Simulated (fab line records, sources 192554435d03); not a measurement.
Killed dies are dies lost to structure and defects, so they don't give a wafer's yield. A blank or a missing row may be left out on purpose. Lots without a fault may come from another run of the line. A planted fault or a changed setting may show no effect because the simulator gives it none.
fab line records | flow n5_finfet | part 1 of 2: steps 1 to 25 of 34
record lots=5 wafers=15 last_day=18
route steps=1938 shown MIM_BOT_LITHO@1854 MIM_BOT_ETCH@1866 PASS1_CAP@1873 TV_LITHO@1875 TV_OPEN@1887
lots that met no fault: from a run of the same line without faults
start_h: hours from the record's first day to the start of the lot's first wafer shown | wait_h: hours since the lot's step before | " the same as in the row above | L1.1+2: a row that stands for several wafers | - no value, or no start given | * or withheld: withheld | < > ~ a bound
route shown NAME@n: a module of which the file shows steps, and the number in the route of the first | usual: mean/standard deviation of fault-free wafers | same: alike in all rows | chamber/n: place in a boat | sites: the reading at each site | _std_site: their standard deviation | _edge_site: outer sites' mean less inner sites' | radius_mm: how far each site lies from the wafer's centre | mask NAME#n: copy n | behind: the tool/chamber that last shaped the wafer | hold: why the lot was held/for how many hours/how that ended | device: the transistor (n, p or np) that didn't switch | end of line: the same wafers' tests at the end of the route | a step without rows: its recipe alone | killed: dies lost to structure and defects at the first sort, not the wafer's yield | map: a wafer's dies, x killed, . not, _ none there
set.NAME: the setting as run; set.NAME@STEP: as run at that earlier step | model.NAME: the simulator's own value behind a step, which no gauge read
lots at some steps of the route; a table a step, a row a wafer
services: from which hour (start_h, from the record's first day; less than 0 if before it) a tool's chamber was out of use, for how many hours, and why
## steps
# step N5_MIM_BOT_LITHO_HMDS_01
# recipe time_s=60 temp_c=120
# usual plate_temp_C=120.00/0.13
# columns lot.wafer tool chamber start_h wait_h plate_temp_C
L075.1 litho_track-02 0 285.63 0.0 119.94
L075.4 " 0 " " 119.87
L075.6 " 0 " " 119.80
L076.3 litho_track-05 0 321.42 0.1 119.88
L076.5 " 0 " " 119.85
L076.6 " 0 " " 119.85
L077.1 litho_track-02 0 324.26 0.0 119.73
L077.2 " 0 " " 119.71
L077.4 " 0 " " 119.88
L083.2 litho_track-02 0 366.34 0.0 119.92
L083.4 " 0 " " 119.92
L083.6 " 0 " " 119.92
L095.2 litho_track-04 0 423.89 0.1 119.94
L095.3 " 0 " " 119.98
L095.6 " 0 " " 119.94
# step N5_MIM_BOT_LITHO_COAT_02
# recipe spin_rpm=* resist_thk_nm=*
# columns lot.wafer tool chamber start_h wait_h
L075.1+4+6 litho_track-02 0 - -
L076.3+5+6 litho_track-05 0 - -
L077.1+2+4 litho_track-02 0 - -
L083.2+4+6 litho_track-02 0 - -
L095.2+3+6 litho_track-04 0 - -
# step N5_MIM_BOT_LITHO_EBR_04
# recipe solvent=PGMEA ebr_width_mm=1.5
# same ebr_width_mm=1.5
# columns lot.wafer tool chamber start_h wait_h
L075.1+4+6 litho_track-02 0 - -
L076.3+5+6 litho_track-05 0 - -
L077.1+2+4 litho_track-02 0 - -
L083.2+4+6 litho_track-02 0 - -
L095.2+3+6 litho_track-04 0 - -
# step N5_MIM_BOT_LITHO_SOFTBAKE_03
# recipe temp_c=100 time_s=90
# usual plate_temp_C=100.01/0.13
# columns lot.wafer tool chamber start_h wait_h plate_temp_C
L075.1 litho_track-02 0 - - 99.98
L075.4 " 0 " " 100.01
L075.6 " 0 " " 100.11
L076.3 litho_track-05 0 - - 99.97
L076.5 " 0 " " 99.91
L076.6 " 0 " " 99.99
L077.1 litho_track-02 0 - - 100.11
L077.2 " 0 " " 99.87
L077.4 " 0 " " 99.86
L083.2 litho_track-02 0 - - 100.05
L083.4 " 0 " " 99.87
L083.6 " 0 " " 99.77
L095.2 litho_track-04 0 - - 100.16
L095.3 " 0 " " 100.06
L095.6 " 0 " " 100.06
# step N5_MIM_BOT_LITHO_EXPOSE_05
# recipe mask_id=MIM_BOT na=0.55 source_shape=conventional sigma_outer=0.8 polarization=unpolarized dose_mj=24.25
# usual reticle_temp_C=22.99/0.11
# columns lot.wafer tool chamber start_h wait_h mask reticle_temp_C
L075.1 krf_scanner-01 0 285.86 - MIM_BOT#0 22.90
L075.4 " 0 " " MIM_BOT#0 23.19
L075.6 " 0 " " MIM_BOT#0 22.98
L076.3 krf_scanner-01 0 321.67 - MIM_BOT#0 22.99
L076.5 " 0 " " MIM_BOT#0 22.91
L076.6 " 0 " " MIM_BOT#0 22.86
L077.1 krf_scanner-01 0 324.36 - MIM_BOT#0 23.01
L077.2 " 0 " " MIM_BOT#0 23.12
L077.4 " 0 " " MIM_BOT#0 22.98
L083.2 krf_scanner-01 0 366.46 - MIM_BOT#0 23.21
L083.4 " 0 " " MIM_BOT#0 23.11
L083.6 " 0 " " MIM_BOT#0 23.07
L095.2 krf_scanner-02 0 424.01 - MIM_BOT#0 22.96
L095.3 " 0 " " MIM_BOT#0 23.02
L095.6 " 0 " " MIM_BOT#0 22.98
# step N5_MIM_BOT_LITHO_PEB_06
# recipe peb_temp_c=withheld peb_time_s=*
# columns lot.wafer tool chamber start_h wait_h
L075.1+4+6 litho_track-02 0 285.92 0.1
L076.3+5+6 litho_track-04 0 321.71 0.0
L077.1+2+4 litho_track-02 0 324.42 0.1
L083.2+4+6 litho_track-02 0 366.51 0.0
L095.2+3+6 litho_track-02 0 424.06 0.0
# step N5_MIM_BOT_LITHO_DEVELOP_07
# recipe develop_time_s=60 rinse_liquid=diw dry=air_spin dev_temp_c=21
# columns lot.wafer tool chamber start_h wait_h
L075.1+4+6 litho_track-02 0 - -
L076.3+5+6 litho_track-04 0 - -
L077.1+2+4 litho_track-02 0 - -
L083.2+4+6 litho_track-02 0 - -
L095.2+3+6 litho_track-02 0 - -
# step N5_MIM_BOT_LITHO_HARDBAKE_09
# recipe temp_c=130 time_s=120
# usual plate_temp_C=130.00/0.13
# columns lot.wafer tool chamber start_h wait_h plate_temp_C
L075.1 litho_track-02 0 - - 129.89
L075.4 " 0 " " 129.80
L075.6 " 0 " " 129.87
L076.3 litho_track-04 0 - - 129.90
L076.5 " 0 " " 129.94
L076.6 " 0 " " 129.73
L077.1 litho_track-02 0 - - 129.86
L077.2 " 0 " " 130.08
L077.4 " 0 " " 129.80
L083.2 litho_track-02 0 - - 130.02
L083.4 " 0 " " 130.12
L083.6 " 0 " " 129.97
L095.2 litho_track-02 0 - - 129.92
L095.3 " 0 " " 129.98
L095.6 " 0 " " 129.93
# step N5_MIM_BOT_LITHO_CD_MEAS_08
# recipe target_cd_nm=3000 landing_energy_ev=500 detector=se_inlens polarity=opening
# usual cd_nm=2998.2/2
# same landing_energy_ev=500
# columns lot.wafer tool chamber start_h wait_h cd_nm
L075.1 cd_sem-01 0 286.04 - 2997.1
L075.4 " 0 " " 2995.2
L075.6 " 0 " " 2997.4
L076.3 cd_sem-01 0 321.83 - 2998.9
L076.5 " 0 " " 2997.7
L076.6 " 0 " " 2995.3
L077.1 cd_sem-01 0 324.54 - 2995.6
L077.2 " 0 " " 2999.3
L077.4 " 0 " " 3000.0
L083.2 cd_sem-03 0 366.63 - 2996.7
L083.4 " 0 " " 2996.5
L083.6 " 0 " " 2998.1
L095.2 cd_sem-03 0 424.18 - 2998.0
L095.3 " 0 " " 2997.7
L095.6 " 0 " " 3000.2
# step N5_MIM_BOT_LITHO_OVL_MEAS_11
# recipe points_per_wafer=44
# usual MIM_BOT_OVL=1/6.4
# columns lot.wafer tool chamber start_h wait_h MIM_BOT_OVL[nm]
L075.1 overlay-01 0 286.07 0.0 11
L075.4 " 0 " " 9
L075.6 " 0 " " 7
L076.3 overlay-01 0 321.86 0.0 -4
L076.5 " 0 " " -7
L076.6 " 0 " " -1
L077.1 overlay-01 0 324.57 0.0 9
L077.2 " 0 " " -1
L077.4 " 0 " " 4
L083.2 overlay-01 0 366.66 0.0 2
L083.4 " 0 " " -4
L083.6 " 0 " " 5
L095.2 overlay-02 0 424.21 0.0 -1
L095.3 " 0 " " 2
L095.6 " 0 " " -2
# step N5_MIM_BOT_LITHO_INSPECT_12
# recipe mode=adi inspect_instrument=macro
# usual raw_defect_count=1.9/1.3
# columns lot.wafer tool chamber start_h wait_h raw_defect_count
L075.1 defect_inspect-01 - 286.09 0.0 5
L075.4 " - " " 0
L075.6 " - " " 1
L076.3 defect_inspect-02 - 321.89 0.0 2
L076.5 " - " " 1
L076.6 " - " " 2
L077.1 defect_inspect-02 - 324.59 0.0 0
L077.2 " - " " 3
L077.4 " - " " 1
L083.2 defect_inspect-01 - 366.68 0.0 3
L083.4 " - " " 4
L083.6 " - " " 3
L095.2 defect_inspect-01 - 424.23 0.0 1
L095.3 " - " " 0
L095.6 " - " " 2
# step N5_MIM_BOT_LITHO_DESCUM_10
# recipe chemistry=O2 time_s=7.9 source_power_w=50 bias_power_w=20 pressure_mtorr=20 rf_frequency_hz=2.712e+07 temp_c=40 o2_flow_sccm=225
# usual drypump_motor_current_A=5.7/0.37 oes_product_au=0.80/0.079 rf_vpp_V=242.6/1.7 showerhead_plenum_p_Torr=2.06/0.1 throttle_valve_pct=20.53/0.19
# columns lot.wafer tool chamber start_h wait_h drypump_motor_current_A oes_product_au rf_hours_counter_h rf_vpp_V showerhead_plenum_p_Torr throttle_valve_pct
L075.1 rie_diel-03 2 286.13 0.0 5.6 0.69 212 244.1 2.08 20.53
L075.4 " 1 " " 5.8 0.90 33 242.6 2.13 20.14
L075.6 " 3 " " 5.5 0.90 - 244.3 2.16 20.33
L076.3 rie_diel-04 0 321.92 0.0 6.2 0.80 82 245.8 2.19 20.65
L076.5 " 0 " " 6.2 0.81 - 245.6 2.19 20.65
L076.6 " 3 " " 6.5 0.93 - 241.1 2.05 20.55
L077.1 rie_diel-03 3 324.63 0.0 5.5 0.87 35 244.4 2.15 20.35
L077.2 " 2 " " 5.6 0.68 226 242.5 2.08 20.57
L077.4 " 1 " " 5.8 0.87 45 245.3 2.13 20.17
L083.2 rie_diel-03 2 367.19 0.5 5.6 0.67 242 243.0 2.07 20.58
L083.4 " 3 " " 5.5 0.85 50 244.4 2.15 20.39
L083.6 " 1 " " 5.8 0.86 - 242.3 2.12 20.19
L095.2 rie_diel-05 2 424.27 0.0 5.9 0.68 240 240.4 1.88 20.82
L095.3 " 1 " " 5.5 0.78 127 244.4 2.12 20.83
L095.6 " 3 " " 4.9 0.79 - 245.1 2.19 20.52
# step N5_MIM_BOT_ETCH_ETCH_04
# recipe chemistry=CF4/O2 target=SiNx target_depth_a=260 time_s=13 ion_energy_ev=100 pressure_mtorr=40 source_w=535 bias_w=49 Ar_flow_sccm=100 cf4_flow_sccm=100 O2_flow_sccm=10
# usual drypump_motor_current_A=5.7/0.37 oes_product_au=0.80/0.079 rf_vpp_V=242/3.6 showerhead_plenum_p_Torr=2.17/0.099 throttle_valve_pct=16.06/0.23
# columns lot.wafer tool chamber start_h wait_h drypump_motor_current_A oes_product_au rf_hours_counter_h rf_vpp_V showerhead_plenum_p_Torr throttle_valve_pct
L075.1 rie_diel-03 2 286.19 0.0 5.6 0.69 212 238 2.19 16.09
L075.4 " 1 " " 5.8 0.88 33 236 2.24 15.65
L075.6 " 3 " " 5.5 0.90 - 245 2.27 15.86
L076.3 rie_diel-04 0 321.98 0.0 6.1 0.82 82 242 2.33 16.31
L076.5 " 0 " " 6.1 0.82 - 242 2.33 16.33
L076.6 " 3 " " 6.5 0.93 - 240 2.16 16.03
L077.1 rie_diel-03 3 324.69 0.0 5.5 0.88 35 246 2.26 15.89
L077.2 " 2 " " 5.6 0.68 226 238 2.19 16.10
L077.4 " 1 " " 5.8 0.87 45 236 2.24 15.67
L083.2 rie_diel-03 2 367.25 0.0 5.6 0.67 242 238 2.18 16.13
L083.4 " 3 " " 5.5 0.85 50 245 2.26 15.90
L083.6 " 1 " " 5.8 0.84 - 234 2.23 15.70
L095.2 rie_diel-05 2 424.33 0.0 5.8 0.69 240 244 2.00 16.42
L095.3 " 1 " " 5.5 0.78 127 245 2.22 16.28
L095.6 " 3 " " 4.9 0.78 - 239 2.30 15.99
# step N5_MIM_BOT_ETCH_ETCH_03
# recipe chemistry=Cl2/BCl3 target_depth_a=120 pressure_mtorr=8 icp_w=800 bias_w=100 Cl2_flow_sccm=20 bcl3_flow_sccm=80
# usual drypump_motor_current_A=5.9/0.34 oes_product_au=0.78/0.066 throttle_valve_pct=27.58/0.17
# columns lot.wafer tool chamber start_h wait_h drypump_motor_current_A oes_product_au rf_hours_counter_h throttle_valve_pct
L075.1 rie_metal-03 1 286.28 0.1 5.8 0.83 20 27.43
L075.4 " 0 " " 6.0 0.93 - 27.71
L075.6 " 1 " " 5.8 0.84 - 27.43
L076.3 rie_metal-03 1 322.10 0.1 5.9 0.83 - 27.40
L076.5 " 0 " " 6.0 0.91 - 27.71
L076.6 " 1 " " 5.8 0.83 - 27.42
L077.1 rie_metal-01 0 324.78 0.1 5.5 0.76 51 27.80
L077.2 " 1 " " 6.6 0.79 31 27.72
L077.4 " 0 " " 5.5 0.77 - 27.82
L083.2 rie_metal-01 1 367.34 0.1 6.6 0.77 35 27.73
L083.4 " 1 " " 6.6 0.78 - 27.73
L083.6 " 1 " " 6.6 0.78 - 27.72
L095.2 rie_metal-02 0 424.45 0.1 6.0 0.75 - 27.39
L095.3 " 0 " " 5.9 0.75 - 27.38
L095.6 " 0 " " 6.0 0.75 - 27.40
# step N5_MIM_BOT_ETCH_ETCH_00
# recipe chemistry=Cl2/BCl3 target=TiN target_depth_a=455 ion_energy_ev=150 pressure_mtorr=10 icp_w=1000 bias_w=126 Cl2_flow_sccm=53.25 bcl3_flow_sccm=21.75 Ar_flow_sccm=25
# usual drypump_motor_current_A=5.9/0.34 oes_product_au=0.78/0.066 throttle_valve_pct=21.92/0.2
# columns lot.wafer tool chamber start_h wait_h drypump_motor_current_A oes_product_au rf_hours_counter_h throttle_valve_pct
L075.1 rie_metal-03 1 286.40 0.1 5.8 0.85 20 21.68
L075.4 " 0 " " 6.0 0.93 - 21.99
L075.6 " 1 " " 5.8 0.84 - 21.68
L076.3 rie_metal-03 1 322.20 0.1 5.8 0.84 - 21.69
L076.5 " 0 " " 6.0 0.92 - 21.99
L076.6 " 1 " " 5.8 0.83 - 21.68
L077.1 rie_metal-01 0 324.87 0.1 5.5 0.77 51 22.27
L077.2 " 1 " " 6.6 0.79 31 21.97
L077.4 " 0 " " 5.5 0.76 - 22.29
L083.2 rie_metal-01 1 367.43 0.1 6.6 0.78 35 21.99
L083.4 " 1 " " 6.6 0.78 - 21.98
L083.6 " 1 " " 6.6 0.77 - 21.99
L095.2 rie_metal-02 0 424.64 0.2 5.9 0.75 - 21.75
L095.3 " 0 " " 6.0 0.75 - 21.75
L095.6 " 0 " " 5.9 0.74 - 21.77
# step N5_MIM_BOT_ETCH_STRIP_01
# recipe chemistry=O2 power_w=600 temp_c=60 pressure_mtorr=30 rf_frequency_hz=6e+07 bias_power_w=0 overash_fraction=0.5 o2_flow_sccm=225
# usual drypump_motor_current_A=5.8/0.39 oes_product_au=0.82/0.071 rf_vpp_V=3.8/1.2 showerhead_plenum_p_Torr=2.08/0.087 throttle_valve_pct=16.73/0.19
# columns lot.wafer tool chamber start_h wait_h drypump_motor_current_A oes_product_au rf_hours_counter_h rf_vpp_V showerhead_plenum_p_Torr throttle_valve_pct
L075.1 rie_diel-04 2 286.61 0.2 5.9 0.82 84 5.5 2.02 16.67
L075.4 " 0 " " 6.1 0.82 71 3.3 2.20 16.82
L075.6 " 2 " " 5.9 0.83 - 4.6 2.02 16.69
L076.3 rie_diel-04 2 322.30 0.1 6.0 0.80 95 5.7 2.02 16.72
L076.5 " 0 " " 6.2 0.79 - 2.9 2.19 16.83
L076.6 " 1 " " 6.0 0.85 - 2.8 2.05 16.50
L077.1 rie_diel-04 3 325.01 0.1 6.5 0.94 21 5.1 2.06 16.73
L077.2 " 2 " " 6.0 0.81 96 3.4 2.02 16.73
L077.4 " 0 " " 6.1 0.81 83 4.4 2.19 16.86
L083.2 rie_diel-04 0 367.80 0.3 6.2 0.81 98 6.6 2.19 16.90
L083.4 " 1 " " 6.0 0.81 72 2.3 2.04 16.56
L083.6 " 1 " " 6.1 0.82 - 4.4 2.04 16.52
L095.2 rie_diel-04 2 424.86 0.2 5.9 0.76 133 4.1 2.01 16.72
L095.3 " 3 " " 6.5 0.84 60 4.3 2.04 16.79
L095.6 " 3 " " 6.5 0.85 - 3.8 2.04 16.82
# step N5_MIM_BOT_ETCH_STRIP_02
# recipe chemistry=post_etch_residue_remover time_s=1200 temp_c=72.5
# columns lot.wafer tool chamber start_h wait_h
L075.1+4+6 wet_bench-06 1,0,5 286.68 -
L076.3+5+6 wet_bench-03 3,4,2 322.37 -
L077.1+2+4 wet_bench-06 2,1,3 325.08 -
L083.2+4+6 wet_bench-02 6,0,7 367.92 -
L095.2+3+6 wet_bench-06 1,2,5 424.93 -
# step N5_MIM_BOT_ETCH_CLEAN_05
# recipe chemistry=IPA time_s=180 temp_c=25
# columns lot.wafer tool chamber start_h wait_h
L075.1+4+6 wet_bench-06 1,0,5 287.01 0.0
L076.3+5+6 wet_bench-03 3,4,2 322.74 0.0
L077.1+2+4 wet_bench-06 2,1,3 325.48 0.0
L083.2+4+6 wet_bench-02 6,0,7 368.25 0.0
L095.2+3+6 wet_bench-06 1,2,5 425.26 0.0
# step N5_MIM_BOT_ETCH_SRD_06
# recipe dry=ipa_marangoni time_s=30 temp_c=23 rinse_liquid=diw
# columns lot.wafer tool chamber start_h wait_h
L075.1+4+6 wet_bench-06 1,0,5 287.06 0.0
L076.3+5+6 wet_bench-03 3,4,2 322.79 0.0
L077.1+2+4 wet_bench-06 2,1,3 325.54 0.0
L083.2+4+6 wet_bench-02 6,0,7 368.30 0.0
L095.2+3+6 wet_bench-06 1,2,5 425.31 0.0
# step N5_PASSIVATION_PECVD_55
# recipe material=SiO2 target_thk_a=4000 temp_c=400 precursor=SiH4/N2O pressure_torr=2.7 rf_w=608 time_s=22.5
# usual heater_power_w=646/87 showerhead_plenum_p_Torr=8.13/0.085 throttle_valve_pct=52.0/0.85
# columns lot.wafer tool chamber start_h wait_h heater_power_w showerhead_plenum_p_Torr throttle_valve_pct
L075.1 pecvd-04 0 287.11 0.0 475 8.09 51.2
L075.4 " 0 " " 496 8.13 51.5
L075.6 " 1 " " 712 8.12 52.5
L076.3 pecvd-04 2 322.84 0.0 677 8.08 52.2
L076.5 " 2 " " 668 8.08 52.2
L076.6 " 1 " " 699 8.11 52.5
L077.1 pecvd-01 0 325.59 0.0 520 8.14 52.4
L077.2 " 2 " " 769 8.05 51.0
L077.4 " 0 " " 560 8.11 52.2
L083.2 pecvd-02 2 368.35 0.0 696 8.15 51.7
L083.4 " 0 " " 718 8.31 51.2
L083.6 " 0 " " 718 8.35 51.5
L095.2 pecvd-02 0 425.36 0.0 750 8.33 51.6
L095.3 " 1 " " 722 8.26 47.3
L095.6 " 1 " " 755 8.24 47.2
# step N5_PASSIVATION_PECVD_01
# recipe material=SiNx target_thk_a=2000 temp_c=400 precursor=SiH4/NH3/N2 pressure_torr=4.9 rf_w=1406 time_s=43.2
# usual heater_power_w=370/83 showerhead_plenum_p_Torr=8.65/0.06 throttle_valve_pct=29.4/0.48
# columns lot.wafer tool chamber start_h wait_h heater_power_w showerhead_plenum_p_Torr throttle_valve_pct
L075.1 pecvd-04 0 287.14 0.0 309 8.64 29.2
L075.4 " 0 " " 314 8.63 29.3
L075.6 " 1 " " 281 8.64 29.8
L076.3 pecvd-04 2 322.88 0.0 360 8.61 29.3
L076.5 " 2 " " 370 8.62 29.5
L076.6 " 1 " " 444 8.67 29.4
L077.1 pecvd-01 0 325.63 0.0 360 8.66 29.5
L077.2 " 2 " " 490 8.59 29.0
L077.4 " 0 " " 221 8.62 29.7
L083.2 pecvd-02 2 368.40 0.0 272 8.66 29.2
L083.4 " 0 " " 500 8.79 29.2
L083.6 " 0 " " 501 8.80 29.0
L095.2 pecvd-02 0 425.40 0.0 497 8.80 29.1
L095.3 " 1 " " 402 8.71 27.0
L095.6 " 1 " " 420 8.73 26.7
# step N5_PASSIVATION_HMDS_03
# recipe time_s=60 temp_c=120
# usual plate_temp_C=120.01/0.14
# columns lot.wafer tool chamber start_h wait_h plate_temp_C
L075.1 litho_track-02 0 289.35 2.2 119.97
L075.4 " 0 " " 120.04
L075.6 " 0 " " 119.87
L076.3 litho_track-01 0 322.96 0.1 119.69
L076.5 " 0 " " 119.97
L076.6 " 0 " " 120.01
L077.1 litho_track-02 0 328.30 2.7 120.12
L077.2 " 0 " " 120.08
L077.4 " 0 " " 120.01
L083.2 litho_track-02 0 369.29 0.9 120.19
L083.4 " 0 " " 120.15
L083.6 " 0 " " 120.29
L095.2 litho_track-02 0 425.56 0.1 120.21
L095.3 " 0 " " 120.21
L095.6 " 0 " " 120.11
# step N5_PASSIVATION_COAT_04
# recipe spin_rpm=* resist_thk_nm=*
# columns lot.wafer tool chamber start_h wait_h
L075.1+4+6 litho_track-02 0 - -
L076.3+5+6 litho_track-01 0 - -
L077.1+2+4 litho_track-02 0 - -
L083.2+4+6 litho_track-02 0 - -
L095.2+3+6 litho_track-02 0 - -
# step N5_PASSIVATION_EBR_06
# recipe solvent=PGMEA ebr_width_mm=1.5
# same ebr_width_mm=1.5
# columns lot.wafer tool chamber start_h wait_h
L075.1+4+6 litho_track-02 0 - -
L076.3+5+6 litho_track-01 0 - -
L077.1+2+4 litho_track-02 0 - -
L083.2+4+6 litho_track-02 0 - -
L095.2+3+6 litho_track-02 0 - -
# step N5_PASSIVATION_SOFTBAKE_05
# recipe temp_c=100 time_s=90
# usual plate_temp_C=100.01/0.13
# columns lot.wafer tool chamber start_h wait_h plate_temp_C
L075.1 litho_track-02 0 - - 100.15
L075.4 " 0 " " 100.03
L075.6 " 0 " " 100.24
L076.3 litho_track-01 0 - - 100.00
L076.5 " 0 " " 99.90
L076.6 " 0 " " 100.01
L077.1 litho_track-02 0 - - 100.12
L077.2 " 0 " " 100.10
L077.4 " 0 " " 100.00
L083.2 litho_track-02 0 - - 100.01
L083.4 " 0 " " 99.97
L083.6 " 0 " " 99.90
L095.2 litho_track-02 0 - - 100.16
L095.3 " 0 " " 100.01
L095.6 " 0 " " 100.37
